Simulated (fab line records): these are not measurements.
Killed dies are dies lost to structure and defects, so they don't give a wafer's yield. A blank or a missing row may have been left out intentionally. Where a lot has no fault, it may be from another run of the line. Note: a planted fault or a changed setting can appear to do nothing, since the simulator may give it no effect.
Which of the tools did it? :: flow n5-finfet :: 9 lots, 27 wafers sampled, at 6 steps of a route of 1938

## WHAT THE GAUGES SHOWED, per wafer
N5_SD_ACTIVATION_RS_MEAS_03: measures by four-point-probe.
lot: L954
measured: day 4 10:25
on: film-metro-01
RS_SD_N (ohm/sq): 21.78 21.85 21.72
RS_SD_P (ohm/sq): 54.4 54.9 54.7

lot: L956
measured: day 4 17:46
on: film-metro-01
RS_SD_N (ohm/sq): 21.93 21.70 21.70
RS_SD_P (ohm/sq): 56.0 56.3 55.3

lot: L957
measured: day 4 23:12
on: film-metro-02
RS_SD_N (ohm/sq): 23.70 23.97 23.83
RS_SD_P (ohm/sq): 56.3 56.2 56.3

lot: L959
measured: day 5 15:13
on: film-metro-01
RS_SD_N (ohm/sq): 23.19 23.27 23.05
RS_SD_P (ohm/sq): 56.6 56.7 56.6

lot: L963
measured: day 6 12:19
on: film-metro-01
RS_SD_N (ohm/sq): 21.95 22.22 22.20
RS_SD_P (ohm/sq): 57.0 57.5 57.1

lot: L966
measured: day 7 04:35
on: film-metro-01
RS_SD_N (ohm/sq): 21.39 21.44 21.23
RS_SD_P (ohm/sq): 54.3 55.5 56.4

lot: L969
measured: day 7 22:53
on: film-metro-01
RS_SD_N (ohm/sq): 21.57 21.91 21.28
RS_SD_P (ohm/sq): 56.2 55.6 57.2

lot: L971
measured: day 8 13:19
on: film-metro-02
RS_SD_N (ohm/sq): 21.84 21.81 22.21
RS_SD_P (ohm/sq): 56.2 55.6 56.1

lot: L972
measured: day 8 15:50
on: film-metro-01
RS_SD_N (ohm/sq): 21.59 22.35 22.25
RS_SD_P (ohm/sq): 56.3 56.4 56.5

N5_ILD0_THK_MEAS_04.
lot: L954
measured: day 4 13:24
on: film-metro-01
thk-nm (nm): 197.9 197.5 197.4

lot: L956
measured: day 4 20:49
on: film-metro-02
thk-nm (nm): 197.8 197.4 199.6

lot: L957
measured: day 5 02:55
on: film-metro-02
thk-nm (nm): 198.3 198.5 197.5

lot: L959
measured: day 5 18:16
on: film-metro-02
thk-nm (nm): 198.6 197.5 198.5

lot: L963
measured: day 6 15:20
on: film-metro-01
thk-nm (nm): 196.5 197.0 197.1

lot: L966
measured: day 7 07:57
on: film-metro-02
thk-nm (nm): 196.7 195.7 199.0

lot: L969
measured: day 8 01:55
on: film-metro-01
thk-nm (nm): 197.3 197.3 196.6

lot: L971
measured: day 8 16:21
on: film-metro-02
thk-nm (nm): 198.8 198.0 198.3

lot: L972
measured: day 8 18:56
on: film-metro-02
thk-nm (nm): 198.0 196.0 194.6

N5_BEOL_M4_RC_MEAS_101.
lot: L954
measured: day 10 10:26
on: prober-02
DIBL_N (mV/V): 38.8 35.0 36.4
DIBL_P (mV/V): 38.2 33.1 35.1
IOFF_N (nA/um): 0.18 0.12 0.15
IOFF_P (nA/um): 0.23 0.16 0.20
ION_N (uA/um): 684 666 686
ION_P (uA/um): 466 455 464
RC_DENSE_N (ohm.um): 19.7 19.2 19.5
RC_N (ohm.um): 15.9 15.8 15.8
REXT_N (ohm.um): 76.6 75.8 75.1
RS_SD_N (ohm/sq): 28.1 28.1 28.2
SS_N (mV/dec): 71.7 70.6 71.9
SS_P (mV/dec): 73.9 73.1 73.5
VT_N (mV): 252 256 251
VT_P (mV): -247 -255 -251

lot: L956
measured: day 10 16:30
on: prober-02
DIBL_N (mV/V): 36.3 35.1 37.4
DIBL_P (mV/V): 35.5 33.6 36.4
IOFF_N (nA/um): 0.15 0.13 0.18
IOFF_P (nA/um): 0.19 0.17 0.21
ION_N (uA/um): 674 667 694
ION_P (uA/um): 463 462 471
RC_DENSE_N (ohm.um): 19.1 18.6 18.5
RC_N (ohm.um): 15.7 15.2 15.1
REXT_N (ohm.um): 75.0 73.8 73.3
RS_SD_N (ohm/sq): 28.5 28.1 28.4
SS_N (mV/dec): 70.6 70.5 71.2
SS_P (mV/dec): 73.7 73.0 72.5
VT_N (mV): 251 250 246
VT_P (mV): -251 -252 -254

lot: L957
measured: day 10 15:55
on: prober-01
DIBL_N (mV/V): 34.0 34.1 33.1
DIBL_P (mV/V): 36.4 36.0 34.5
IOFF_N (nA/um): 0.13 0.12 0.11
IOFF_P (nA/um): 0.22 0.21 0.18
ION_N (uA/um): 661 651 646
ION_P (uA/um): 465 457 451
RC_DENSE_N (ohm.um): 20.2 20.0 20.4
RC_N (ohm.um): 16.5 16.2 16.9
REXT_N (ohm.um): 83.5 82.7 82.9
RS_SD_N (ohm/sq): 30.4 31.2 30.7
SS_N (mV/dec): 71.1 71.5 71.4
SS_P (mV/dec): 73.5 72.9 73.5
VT_N (mV): 252 255 257
VT_P (mV): -251 -248 -250

lot: L959
measured: day 11 14:42
on: prober-01
DIBL_N (mV/V): 37.1 36.6 36.2
DIBL_P (mV/V): 39.0 39.1 37.9
IOFF_N (nA/um): 0.16 0.15 0.15
IOFF_P (nA/um): 0.32 0.32 0.31
ION_N (uA/um): 647 665 668
ION_P (uA/um): 472 477 484
RC_DENSE_N (ohm.um): 21.2 19.9 20.9
RC_N (ohm.um): 17.2 16.2 17.2
REXT_N (ohm.um): 83.5 82.8 82.1
RS_SD_N (ohm/sq): 30.2 29.5 29.9
SS_N (mV/dec): 72.9 71.4 71.9
SS_P (mV/dec): 73.9 73.5 73.8
VT_N (mV): 252 252 251
VT_P (mV): -242 -244 -240

lot: L963
measured: day 12 15:33
on: prober-01
DIBL_N (mV/V): 37.1 36.7 35.6
DIBL_P (mV/V): 37.6 35.7 34.2
IOFF_N (nA/um): 0.17 0.15 0.13
IOFF_P (nA/um): 0.23 0.19 0.18
ION_N (uA/um): 692 681 670
ION_P (uA/um): 464 456 453
RC_DENSE_N (ohm.um): 18.2 18.2 19.0
RC_N (ohm.um): 14.9 15.0 15.4
REXT_N (ohm.um): 74.9 74.9 75.6
RS_SD_N (ohm/sq): 29.0 28.8 28.4
SS_N (mV/dec): 72.2 71.4 71.1
SS_P (mV/dec): 73.9 72.4 72.9
VT_N (mV): 248 250 251
VT_P (mV): -250 -252 -253

lot: L966
measured: day 13 18:07
on: prober-02
DIBL_N (mV/V): 34.7 33.1 35.3
DIBL_P (mV/V): 35.1 33.9 35.8
IOFF_N (nA/um): 0.14 0.11 0.15
IOFF_P (nA/um): 0.20 0.18 0.20
ION_N (uA/um): 663 651 668
ION_P (uA/um): 458 457 462
RC_DENSE_N (ohm.um): 18.9 19.2 19.2
RC_N (ohm.um): 15.5 15.4 15.7
REXT_N (ohm.um): 75.5 77.4 77.3
RS_SD_N (ohm/sq): 27.8 27.8 27.9
SS_N (mV/dec): 71.4 71.3 71.0
SS_P (mV/dec): 73.7 73.1 74.1
VT_N (mV): 253 257 251
VT_P (mV): -253 -252 -251

lot: L969
measured: day 14 11:29
on: prober-02
DIBL_N (mV/V): 34.9 37.0 37.3
DIBL_P (mV/V): 35.0 37.8 37.6
IOFF_N (nA/um): 0.14 0.18 0.18
IOFF_P (nA/um): 0.19 0.24 0.23
ION_N (uA/um): 666 681 685
ION_P (uA/um): 465 469 467
RC_DENSE_N (ohm.um): 18.6 18.5 18.7
RC_N (ohm.um): 15.3 15.2 15.1
REXT_N (ohm.um): 76.6 77.4 76.4
RS_SD_N (ohm/sq): 28.2 28.4 28.2
SS_N (mV/dec): 71.3 71.4 71.3
SS_P (mV/dec): 72.3 73.3 73.4
VT_N (mV): 251 246 244
VT_P (mV): -251 -247 -249

lot: L971
measured: day 14 09:46
on: prober-01
DIBL_N (mV/V): 34.4 35.5 38.4
DIBL_P (mV/V): 34.3 36.6 40.4
IOFF_N (nA/um): 0.15 0.17 0.24
IOFF_P (nA/um): 0.21 0.25 0.32
ION_N (uA/um): 678 699 690
ION_P (uA/um): 465 479 468
RC_DENSE_N (ohm.um): 18.8 19.0 18.2
RC_N (ohm.um): 15.4 15.5 14.9
REXT_N (ohm.um): 75.0 75.9 75.9
RS_SD_N (ohm/sq): 28.1 28.3 28.8
SS_N (mV/dec): 71.0 72.3 72.9
SS_P (mV/dec): 72.0 73.0 74.0
VT_N (mV): 246 247 243
VT_P (mV): -247 -246 -243

lot: L972
measured: day 15 14:51
on: prober-02
DIBL_N (mV/V): 35.6 34.9 36.8
DIBL_P (mV/V): 35.1 34.2 35.7
IOFF_N (nA/um): 0.12 0.12 0.14
IOFF_P (nA/um): 0.18 0.17 0.19
ION_N (uA/um): 648 672 667
ION_P (uA/um): 450 464 461
RC_DENSE_N (ohm.um): 18.9 19.0 18.9
RC_N (ohm.um): 15.6 15.5 15.4
REXT_N (ohm.um): 76.4 75.7 76.1
RS_SD_N (ohm/sq): 28.0 28.7 28.6
SS_N (mV/dec): 71.4 70.7 70.9
SS_P (mV/dec): 73.4 73.2 72.4
VT_N (mV): 255 254 252
VT_P (mV): -253 -251 -253

## TOOL THAT RAN EACH LOT (tool first, then ch and the chambers of the sampled wafers, then the start)
lot: L954
N5_SD_EPI_N_EPI_21: epi-rpcvd-04 ch 0, day 4 01:40
N5_SD_EPI_P_DESCUM_14: rie-diel-01 ch 1,2, day 4 03:58
N5_SD_ACTIVATION_RTA_00: rtp-anneal-01 ch 0, day 4 10:02

lot: L956
N5_SD_EPI_N_EPI_21: epi-rpcvd-04 ch 0, day 4 10:57
N5_SD_EPI_P_DESCUM_14: rie-diel-01 ch 0,1, day 4 13:28
N5_SD_ACTIVATION_RTA_00: rtp-anneal-01 ch 0, day 4 17:22

lot: L957
N5_SD_EPI_N_EPI_21: epi-rpcvd-04 ch 0, day 4 15:33
N5_SD_EPI_P_DESCUM_14: rie-diel-01 ch 0,2, day 4 18:38
N5_SD_ACTIVATION_RTA_00: rtp-anneal-01 ch 0, day 4 22:47

lot: L959
N5_SD_EPI_N_EPI_21: epi-rpcvd-04 ch 0, day 5 06:31
N5_SD_EPI_P_DESCUM_14: rie-diel-05 ch 0,2,3, day 5 10:13
N5_SD_ACTIVATION_RTA_00: rtp-anneal-01 ch 0, day 5 14:49

lot: L963
N5_SD_EPI_N_EPI_21: epi-rpcvd-02 ch 0, day 6 04:41
N5_SD_EPI_P_DESCUM_14: rie-diel-04 ch 0,1,2, day 6 07:10
N5_SD_ACTIVATION_RTA_00: rtp-anneal-01 ch 0, day 6 11:56

lot: L966
N5_SD_EPI_N_EPI_21: epi-rpcvd-02 ch 0, day 6 21:20
N5_SD_EPI_P_DESCUM_14: rie-diel-05 ch 0,1,2, day 7 00:26
N5_SD_ACTIVATION_RTA_00: rtp-anneal-02 ch 0, day 7 04:10

lot: L969
N5_SD_EPI_N_EPI_21: epi-rpcvd-03 ch 0, day 7 15:57
N5_SD_EPI_P_DESCUM_14: rie-diel-05 ch 0,1,3, day 7 18:44
N5_SD_ACTIVATION_RTA_00: rtp-anneal-01 ch 0, day 7 22:29

lot: L971
N5_SD_EPI_N_EPI_21: epi-rpcvd-04 ch 0, day 8 06:44
N5_SD_EPI_P_DESCUM_14: rie-diel-05 ch 0,1, day 8 09:08
N5_SD_ACTIVATION_RTA_00: rtp-anneal-01 ch 0, day 8 12:55

lot: L972
N5_SD_EPI_N_EPI_21: epi-rpcvd-02 ch 0, day 8 08:10
N5_SD_EPI_P_DESCUM_14: rie-diel-01 ch 0,1,2, day 8 11:38
N5_SD_ACTIVATION_RTA_00: rtp-anneal-02 ch 0, day 8 15:24
- N5_SD_EPI_N_EPI_21: deposits Si:P, time 690 s.
- N5_SD_EPI_P_DESCUM_14: chemistry O2, time 7.9 s.
- N5_SD_ACTIVATION_RTA_00: time 0 s.

## AS READ BY THE TOOLS THEMSELVES (means over the sampled wafers that have a number; for cases with no such wafer, the mark the record gives instead)
N5_SD_EPI_P_DESCUM_14.
lot: L954
tool: rie-diel-01
drypump-motor-current-A (A): 5.4
oes-product-au (a.u.): 0.86
rf-vpp-V (V): 243.7
showerhead-plenum-p-Torr (Torr): 2.17
temp-c (C): 39.87
throttle-valve-pct (%): 20.32

lot: L956
tool: rie-diel-01
drypump-motor-current-A (A): 6.1
oes-product-au (a.u.): 0.72
rf-vpp-V (V): 243.7
showerhead-plenum-p-Torr (Torr): 2.16
temp-c (C): 39.76
throttle-valve-pct (%): 20.65

lot: L957
tool: rie-diel-01
drypump-motor-current-A (A): 5.8
oes-product-au (a.u.): 0.78
rf-vpp-V (V): 244.2
showerhead-plenum-p-Torr (Torr): 2.14
temp-c (C): 40.09
throttle-valve-pct (%): 20.57

lot: L959
tool: rie-diel-05
drypump-motor-current-A (A): 5.1
oes-product-au (a.u.): 0.81
rf-vpp-V (V): 242.5
showerhead-plenum-p-Torr (Torr): 2.08
temp-c (C): 39.89
throttle-valve-pct (%): 20.48

lot: L963
tool: rie-diel-04
drypump-motor-current-A (A): 5.7
oes-product-au (a.u.): 0.80
rf-vpp-V (V): 242.6
showerhead-plenum-p-Torr (Torr): 2.04
temp-c (C): 40.05
throttle-valve-pct (%): 20.40

lot: L966
tool: rie-diel-05
drypump-motor-current-A (A): 5.4
oes-product-au (a.u.): 0.81
rf-vpp-V (V): 243.7
showerhead-plenum-p-Torr (Torr): 2.15
temp-c (C): 39.80
throttle-valve-pct (%): 20.67

lot: L969
tool: rie-diel-05
drypump-motor-current-A (A): 5.2
oes-product-au (a.u.): 0.83
rf-vpp-V (V): 244.1
showerhead-plenum-p-Torr (Torr): 2.15
temp-c (C): 39.97
throttle-valve-pct (%): 20.53

lot: L971
tool: rie-diel-05
drypump-motor-current-A (A): 5.1
oes-product-au (a.u.): 0.77
rf-vpp-V (V): 244.5
showerhead-plenum-p-Torr (Torr): 2.20
temp-c (C): 39.86
throttle-valve-pct (%): 20.70

lot: L972
tool: rie-diel-01
drypump-motor-current-A (A): 5.8
oes-product-au (a.u.): 0.75
rf-vpp-V (V): 243.8
showerhead-plenum-p-Torr (Torr): 2.15
temp-c (C): 40.05
throttle-valve-pct (%): 20.53

N5_SD_ACTIVATION_RTA_00.
lot: L954
tool: rtp-anneal-01
lamp-power-pct (%): 8.97
wafer_temp_C_max: 973.9

lot: L956
tool: rtp-anneal-01
lamp-power-pct (%): 8.97
wafer_temp_C_max: 977.9

lot: L957
tool: rtp-anneal-01
lamp-power-pct (%): 9.00
wafer_temp_C_max: 975.4

lot: L959
tool: rtp-anneal-01
lamp-power-pct (%): 8.96
wafer_temp_C_max: 976.2

lot: L963
tool: rtp-anneal-01
lamp-power-pct (%): 8.97
wafer_temp_C_max: 973.4

lot: L966
tool: rtp-anneal-02
lamp-power-pct (%): 8.96
wafer_temp_C_max: 973.5

lot: L969
tool: rtp-anneal-01
lamp-power-pct (%): 9.04
wafer_temp_C_max: 974.0

lot: L971
tool: rtp-anneal-01
lamp-power-pct (%): 8.94
wafer_temp_C_max: 975.6

lot: L972
tool: rtp-anneal-02
lamp-power-pct (%): 8.97
wafer_temp_C_max: 976.5

## THE ANSWER, worked out from the rows above alone
Rule: usual is defined by the lots themselves. Put in order of their means at a reading, lots are off if they are a third of the lots or fewer, leave a main group of 4 or more, and stand apart from it by a gap of 3 or more times the standard deviation of the main group's means; of several such gaps the widest counts. Not used: any main group whose means are identical at the precision the tables above print for the reading. Also off: a lot with no number at a reading for which 4 or more lots have one. All remaining lots with rows at the step are treated as sound. First the gauges in route order, then the tools' own readings, where a lot's mean is used as printed above. At the first step where some lot is off, the reading lying furthest off is the one used; lots without a number count as furthest.
Off: L957, L959, at N5_SD_ACTIVATION_RS_MEAS_03 (RS_SD_N). Mean 21.81 ohm/sq and standard deviation 0.25 in the main group.
If a tool, at a process step before that reading, ran all the lots that are off and no sound lot after the first of them, it fits. Not tried: the gauges at N5_SD_ACTIVATION_RS_MEAS_03; whatever is off there is also off at N5_BEOL_M4_RC_MEAS_101, on other tools, and gauge error can't account for it. None of those tried fits.

## WHAT WAS PUT IN BY THE SIMULATOR
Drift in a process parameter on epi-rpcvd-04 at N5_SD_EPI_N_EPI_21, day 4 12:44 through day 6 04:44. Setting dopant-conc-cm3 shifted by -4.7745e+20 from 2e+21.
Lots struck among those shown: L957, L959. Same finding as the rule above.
